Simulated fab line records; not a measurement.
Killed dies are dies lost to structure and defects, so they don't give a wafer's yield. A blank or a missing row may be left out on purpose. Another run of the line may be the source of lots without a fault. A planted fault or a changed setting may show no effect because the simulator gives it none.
Matching of chambers	flow n5Finfet	N5_BEOL_M1_ETCH_74 on rieDiel-01: 4 sister chambers
The step etches underlayer in N2/H2, target depth 6.5 nm, time 5.2 s. 8 wafers are shown with their chamber, then 7 later ones without.

## WAFERS WITH THEIR CHAMBER
wafer	chamber	drypumpMotorCurrentA (A)	showerheadPlenumPTorr (Torr)
L078.1	2	5.6	2.55
L084.1	1	6.4	2.48
L084.6	0	5.4	2.55
L085.3	2	5.6	2.54
L085.4	3	5.9	2.64
L085.6	3	5.9	2.64
L091.1	0	5.4	2.55
L091.3	1	6.5	2.48

## WAFERS WITH NO CHAMBER GIVEN
wafer	drypumpMotorCurrentA (A)	showerheadPlenumPTorr (Torr)
L091.6	5.4	2.55
L095.1	6.4	2.47
L095.3	5.4	2.54
L095.5	5.3	2.54
L096.1	5.4	2.54
L096.2	5.9	2.64
L096.3	6.4	2.47

## WHICH CHAMBER EACH ONE RAN IN
wafer	from the rows above	in truth
L091.6	0	0
L095.1	1	1
L095.3	0	0
L095.5	0	0
L096.1	0	0
L096.2	3	3
L096.3	1	1
Correct placement for 7 of the 7. Not placeable from these rows: 0. Wrongly placed: 0.
How it was worked out, from the rows above alone: a wafer's distance from a chamber is the root of the sum, over the readings, of the square of ((its reading less the chamber's mean) divided by the reading's scatter). If the next closest chamber is less than 2 further off than the closest, the wafer can't be placed; otherwise it belongs to the closest. A chamber's mean is the mean of its shown wafers. How the scatter is found: for the shown wafers, subtract from each reading the mean of its chamber, square and add these, divide the total by (wafers less chambers), then take the root.
